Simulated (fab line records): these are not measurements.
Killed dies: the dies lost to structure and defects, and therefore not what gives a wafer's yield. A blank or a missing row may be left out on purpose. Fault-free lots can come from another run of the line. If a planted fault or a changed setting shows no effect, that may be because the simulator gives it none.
fab line records    flow n5Finfet
record: lots: 4  wafers: 12  lastDay: 16
route steps=1938 shown BEOL_M13@1673
lots with no fault: from the same line, run without faults
startH: hours from the record's first day to the start of the lot's first wafer shown    waitH: hours elapsed since this lot's preceding step    " as in the row above    L1.1+2: a single row standing in for several wafers    - no value present, or no start provided    * or withheld: withheld    < > ~ a bound
route shown NAME@n: names a module that has steps shown in the file, with the first one's number in the route    usual: the fault-free wafers' mean and standard deviation    same: alike in all rows    chamber/n: place in a boat    sites: readings site by site    _std_site: the values' standard deviation    _edge_site: the outer-site mean with the inner-site mean subtracted    radiusMm: for every site, how far away it sits from the centre of the wafer    mask NAME#n: copy n    behind: the most recent tool/chamber to have shaped the wafer    hold: reason for holding the lot/hours on hold/outcome of the hold    device: the n, p or np transistor that did not switch    end of line: the tests these same wafers got at the end of their route    for a step that has no rows: nothing shown but its recipe    killed: the dies lost at the first sort to structure and to defects; this is not the yield of the wafer    map: per-die view of a wafer (x killed, . not killed, _ where there is no die)
set.NAME: setting as actually run; set.NAME@STEP: the setting as run at that earlier step    model.NAME: the simulator's own value behind a step, which no gauge read
lots at selected steps of the route; one table per step, one row per wafer
services: from which hour (startH, from the record's first day; less than 0 if before it) a tool's chamber was out of use, for how many hours, and why
== steps ==
step: N5_BEOL_M13_ETCH_59
recipe: chemistry: N2/H2  target: BARC  targetDepthA: 890  overetchA: 267  timeS: 67.9  ionEnergyEv: 200  pressureMtorr: 30  sourceW: 840  biasW: 150  n2FlowSccm: 200  h2FlowSccm: 200
step: N5_BEOL_M13_VIA_ETCH_16
recipe: chemistry: C4F8/O2/Ar  target: SiOC  pressureMtorr: 30  sourceW: 3000  biasW: 700  Ar_flow_sccm: 400  C4F8_flow_sccm: 15  O2_flow_sccm: 8  heInnerTorr: 15  heOuterTorr: 30  targetDepthA: 9217  timeS: withheld  ionEnergyEv: 250  ends: cleared
step: N5_BEOL_M13_STRIP_63
recipe: chemistry: N2/H2  powerW: 1000  tempC: 250  h2Frac: 0.65  overashFraction: 0.3  pressureMtorr: 1000  n2FlowSccm: 1750  h2FlowSccm: 3250
step: N5_BEOL_M13_STRIP_64
recipe: chemistry: N2/H2  powerW: 1000  tempC: 250  h2Frac: 0.65  overashFraction: 0.3  pressureMtorr: withheld  n2FlowSccm: 1750  h2FlowSccm: 3250
step: N5_BEOL_M13_STRIP_71
recipe: chemistry: postEtchResidueRemover  timeS: 60  tempC: 25  removerPh: withheld  removerWaterWtPct: withheld  removerFluorideWtPct: withheld
step: N5_BEOL_M13_SRD_72
recipe: timeS: 30  tempC: 23  rinseLiquid: diw  dry: n2Spin  spinRpm: 1500  dryTimeS: 30
step: N5_BEOL_M13_COAT_65
recipe: resist: SOC  tempC: 250  timeS: 60  spinRpm: 1500  resistThkNm: 350
step: N5_BEOL_M13_COAT_66
recipe: resist: SiARC  tempC: 220  timeS: 60  spinRpm: 1500  resistThkNm: 110
step: N5_BEOL_M13_COAT_22
recipe: spinRpm: 2888  resistThkNm: 300
step: N5_BEOL_M13_EBR_24
recipe: solvent: PGMEA  ebrWidthMm: 1.5
step: N5_BEOL_M13_SOFTBAKE_23
recipe: tempC: 130  timeS: 60
step: N5_BEOL_M13_EXPOSE_25
recipe: maskId: M13  na: 0.93  sourceShape: conventional  sigmaOuter: 0.4  polarization: unpolarized  targetCdNm: 210  doseMj: 22
usual: exposureDoseMJCm2: 21.991/0.024
lot.wafer  tool           chamber  startH  waitH  mask   exposureDoseMJCm2
L468.1     krfScanner-01  0        233.12  -      M13#0  21.999
L468.5     "              0        "       "      M13#0  21.991
L468.6     "              0        "       "      M13#0  22.031
L484.1     krfScanner-02  0        335.36  -      M13#0  21.986
L484.4     "              0        "       "      M13#0  21.973
L484.6     "              0        "       "      M13#0  21.989
L481.1     krfScanner-01  0        335.53  -      M13#0  23.191
L481.4     "              0        "       "      M13#0  23.183
L481.6     "              0        "       "      M13#0  23.201
L483.1     krfScanner-01  0        345.74  -      M13#0  22.758
L483.4     "              0        "       "      M13#0  22.787
L483.5     "              0        "       "      M13#0  22.783
step: N5_BEOL_M13_PEB_26
recipe: pebTempC: 130  pebTimeS: 90
step: N5_BEOL_M13_DEVELOP_27
recipe: developTimeS: 45  rinseLiquid: diw  dry: airSpin  devTempC: 21
step: N5_BEOL_M13_HARDBAKE_32
recipe: tempC: 130  timeS: 120
step: N5_BEOL_M13_CD_MEAS_28
recipe: targetCdNm: 209.5  landingEnergyEv: 500  detector: seInlens
usual: cdNm: 210.4/0.83
lot.wafer  tool      chamber  startH  waitH  cdNm
L468.1     cdSem-03  0        233.29  -      209.9
L468.5     "         0        "       "      211.4
L468.6     "         0        "       "      210.6
L484.1     cdSem-03  0        335.53  -      210.5
L484.4     "         0        "       "      210.6
L484.6     "         0        "       "      210.4
L481.1     cdSem-03  0        335.70  -      216.5
L481.4     "         0        "       "      215.5
L481.6     "         0        "       "      217.0
L483.1     cdSem-02  0        345.91  -      215.0
L483.4     "         0        "       "      214.8
L483.5     "         0        "       "      214.0
step: N5_BEOL_M13_DESCUM_33
recipe: chemistry: O2  timeS: 7.9  sourcePowerW: 50  biasPowerW: 20  pressureMtorr: 20  rfFrequencyHz: 2.712e+07  tempC: 40  o2FlowSccm: 225
usual: drypumpMotorCurrentA: 5.9/0.33  o2FlowSccm: 225.0/0.65  oesProductAu: 0.81/0.084  rfVppV: 243.4/0.98  showerheadPlenumPTorr: 2.10/0.039  throttleValvePct: 20.39/0.24
lot.wafer  tool        chamber  startH  waitH  drypumpMotorCurrentA  o2FlowSccm  oesProductAu  rfHoursCounterH  rfVppV  showerheadPlenumPTorr  throttleValvePct  model.BEOL_M13.cdNm
L468.1     rieDiel-05  2        233.40  0.1    5.5                   225.0       0.80          79               243.7   2.12                   20.40             209.8
L468.5     "           3        "       "      6.0                   224.3       0.69          -                242.6   2.16                   20.47             211.4
L468.6     "           0        "       "      6.1                   224.1       0.84          -                244.1   2.13                   20.59             210.6
L484.1     rieDiel-02  3        335.62  0.0    5.7                   224.4       0.70          193              242.7   2.08                   20.26             210.6
L484.4     "           0        "       "      5.4                   223.3       0.75          127              245.4   2.09                   20.41             211
L484.6     "           3        "       "      5.7                   225.4       0.69          -                243.8   2.08                   20.25             210.8
L481.1     rieDiel-05  1        335.80  0.0    5.9                   225.1       0.83          81               242.2   2.11                   20.12             216.4
L481.4     "           0        "       "      6.0                   224.5       0.82          88               243.7   2.12                   20.65             215.8
L481.6     "           2        "       "      5.5                   225.0       0.78          -                242.7   2.11                   20.45             217.2
L483.1     rieDiel-02  3        346.00  0.0    5.7                   224.3       0.70          195              242.8   2.08                   20.25             214.6
L483.4     "           2        "       "      6.3                   226.3       0.86          57               243.2   2.12                   20.51             214.8
L483.5     "           3        "       "      5.7                   225.3       0.70          -                242.2   2.08                   20.25             213.8
step: N5_BEOL_M13_ETCH_67
recipe: chemistry: CF4  target: SiARC  targetDepthA: 1430  timeS: 238.3  ionEnergyEv: 80  pressureMtorr: 40  sourceW: 545  biasW: 36  Ar_flow_sccm: 100  cf4FlowSccm: 100  ends: cleared
step: N5_BEOL_M13_ETCH_68
recipe: chemistry: N2/H2  target: SOC  maskMaterial: SiARC  sourceW: 3000  biasW: 350  tempC: 40  timeS: 355  ionEnergyEv: 200  pressureMtorr: 30  n2FlowSccm: 200  h2FlowSccm: 200
step: N5_BEOL_M13_STRIP_69
recipe: chemistry: N2/H2  tempC: 40  n2FlowSccm: 200  h2FlowSccm: 200  rfFrequencyHz: 6e+07
step: N5_BEOL_M13_TRENCH_ETCH_34
recipe: chemistry: C4F8/O2/Ar  target: SiOC  targetDepthA: 4134.7  maskMaterial: SOC  pressureMtorr: 30  sourceW: 3000  biasW: 700  Ar_flow_sccm: 400  C4F8_flow_sccm: 15  O2_flow_sccm: 8  heInnerTorr: 15  heOuterTorr: 30  timeS: 162.6  ionEnergyEv: 250
step: N5_BEOL_M13_STRIP_70
recipe: chemistry: C4F8/O2/Ar  resist: SiARC  rfFrequencyHz: 6e+07
step: N5_BEOL_M13_STRIP_37
recipe: chemistry: N2/H2  powerW: 1000  tempC: 250  h2Frac: 0.65  overashFraction: 0.3  pressureMtorr: withheld  n2FlowSccm: 1750  h2FlowSccm: 3250
step: N5_BEOL_M13_ETCH_38
recipe: chemistry: CF4/N2  target: SiCN  targetDepthA: 675  taperDeg: 2  timeS: 71.9  ionEnergyEv: 150  maskMaterial: SiO2  pressureMtorr: 40  sourceW: 430  biasW: 70  Ar_flow_sccm: 100  cf4FlowSccm: 60  n2FlowSccm: 60
usual: drypumpMotorCurrentA: 5.9/0.32  oesProductAu: 0.82/0.092  rfVppV: 382.4/1.2  showerheadPlenumPTorr: 2.21/0.043  throttleValvePct: 15.38/0.26
lot.wafer  tool        chamber  startH  waitH  drypumpMotorCurrentA  oesProductAu  rfHoursCounterH  rfVppV  showerheadPlenumPTorr  throttleValvePct  model.BEOL_M13.cdNm
L468.1     rieDiel-01  0        237.50  -      6.3                   0.97          7                384.7   2.25                   14.94             209.8
L468.5     "           3        "       "      5.8                   0.79          -                380.9   2.13                   15.69             211.2
L468.6     "           2        "       "      5.5                   0.68          -                383.9   2.27                   15.79             211
L484.1     rieDiel-01  0        338.06  -      6.3                   0.89          37               382.4   2.24                   15.00             210.6
L484.4     "           3        "       "      5.8                   0.75          165              379.5   2.12                   15.76             211.4
L484.6     "           3        "       "      5.8                   0.76          -                381.7   2.12                   15.75             210.4
L481.1     rieDiel-01  2        338.16  -      5.5                   0.96          8                383.0   2.26                   15.33             215.2
L481.4     "           0        "       "      6.3                   0.89          37               382.5   2.24                   15.01             216.8
L481.6     "           2        "       "      5.5                   0.97          -                385.0   2.26                   15.36             218
L483.1     rieDiel-05  3        349.58  -      6.0                   0.91          14               383.8   2.26                   15.07             215.2
L483.4     "           2        "       "      5.5                   0.77          112              382.4   2.22                   15.40             215.8
L483.5     "           2        "       "      5.5                   0.76          -                381.5   2.22                   15.39             213.8
step: N5_BEOL_M13_PRECLEAN_39
recipe: chemistry: residueRemover  timeS: 60  tempC: 40
== services ==
tool           chamber  startH  hours  kind
rieDiel-05     1        210.89  6.7    repair
krfScanner-01  0        217.47  -      calibration
krfScanner-01  -        221.75  1.3    pm
rieDiel-01     1        233.89  -      clean
rieDiel-01     1        233.89  -      consumableReplace:focusRing
rieDiel-01     1        233.89  18.3   scheduledDown
rieDiel-01     1        233.89  18.3   ventCycle
krfScanner-02  -        273.65  1.0    pm
rieDiel-02     -        275.29  0.6    repair
rieDiel-05     3        281.88  -      clean
rieDiel-05     3        281.88  -      consumableReplace:focusRing
rieDiel-05     3        281.88  15.8   scheduledDown
rieDiel-05     3        281.88  15.8   ventCycle
rieDiel-01     2        290.98  -      clean
rieDiel-01     2        290.98  -      consumableReplace:focusRing
rieDiel-01     2        290.98  20.7   scheduledDown
rieDiel-02     -        303.01  0.5    repair
krfScanner-02  -        304.87  2.9    repair
krfScanner-02  -        308.92  1.3    pm
krfScanner-01  -        310.22  3.6    pm
rieDiel-01     0        311.36  5.4    repair
krfScanner-01  -        330.31  0.8    pm
krfScanner-02  -        332.42  0.4    repair
rieDiel-01     -        338.55  0.3    repair
== key ==
firstSign: step: N5_BEOL_M13_EXPOSE_25  reading: exposureDoseMJCm2  direction: up  sigmas: 42  usual: 21.991  struck: 22.984
effect: step: N5_BEOL_M13_CD_MEAS_28  reading: cdNm  direction: up  sigmas: 6.1  usual: 210.4  struck: 215.5  through: controlLoop
modelEffect: step: N5_BEOL_M13_DESCUM_33  value: BEOL_M13.cdNm  without: 211  struck: 215.4
modelEffect: step: N5_BEOL_M13_ETCH_38  value: BEOL_M13.cdNm  without: 211.3  struck: 215.8
metAt N5_BEOL_M13_EXPOSE_25
struckWafers L481.1,L481.4,L481.6,L483.1,L483.4,L483.5
loopTrim: step: N5_BEOL_M13_EXPOSE_25  setting: dose  lots: L483
onsetBetween 233.12 335.53
fault: kind: processParameterDrift  tool: krfScanner-01  chamber: -  onsetH: 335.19  steps: N5_BEOL_M13_EXPOSE_25  channel: doseMj  offset: 1.1944  shape: step  actsIn: theseRecipesOnly  stated: 22
loopTrim: a control loop set the setting to another value than it would have without faults
